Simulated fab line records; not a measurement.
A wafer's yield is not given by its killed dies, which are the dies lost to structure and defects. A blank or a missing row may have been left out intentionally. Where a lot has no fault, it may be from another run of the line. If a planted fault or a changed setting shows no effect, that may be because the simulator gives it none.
Matching of chambers + flow nandHarc + 4 sister chambers for NHARC_P_GATE_DESCUM_31 on rieDiel-05
The step chemistry O2, time 3 s. 4 wafers are shown with their chamber, then 10 later ones without.

## WAFERS, EACH WITH ITS CHAMBER
| wafer  | chamber | showerheadPlenumPTorr (Torr) |
|--------|---------|------------------------------|
| L088.3 | 0       | 1.93                         |
| L090.2 | 1       | 1.82                         |
| L093.1 | 2       | 1.94                         |
| L093.5 | 3       | 1.93                         |

## WAFERS WITHOUT THEIR CHAMBER
| wafer  | showerheadPlenumPTorr (Torr) |
|--------|------------------------------|
| L093.6 | 1.94                         |
| L094.1 | 1.93                         |
| L094.2 | 1.82                         |
| L094.5 | 1.94                         |
| L096.1 | 1.81                         |
| L096.5 | 1.93                         |
| L096.6 | 1.81                         |
| L096.2 | 1.93                         |
| L096.3 | 1.93                         |
| L096.4 | 1.93                         |

## THE CHAMBER EACH PASSED THROUGH
| wafer  | from the rows above     | in truth |
|--------|-------------------------|----------|
| L093.6 | 2                       | 2        |
| L094.1 | can't be placed: 0 or 3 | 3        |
| L094.2 | 1                       | 1        |
| L094.5 | 2                       | 2        |
| L096.1 | 1                       | 1        |
| L096.5 | can't be placed: 0 or 3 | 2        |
| L096.6 | 1                       | 1        |
| L096.2 | can't be placed: 0 or 3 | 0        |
| L096.3 | can't be placed: 0 or 3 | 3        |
| L096.4 | can't be placed: 0 or 3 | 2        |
5 of 10 placed correctly. Can't be placed from these rows: 5 (the true chamber is among the candidates in 3). Placed wrongly: 0.
How it was worked out, from the rows above alone: a wafer's distance from a chamber is the root of the sum, over the readings, of the square of ((its reading less the chamber's mean) divided by the reading's scatter). If the next closest chamber is less than 2 further off than the closest, the wafer can't be placed; otherwise it belongs to the closest. The mean given for a chamber averages the wafers shown for that chamber. The scatter (one wafer shown for each chamber): square how far every hidden wafer sits from the nearest shown wafer, average those squares and take the square root.
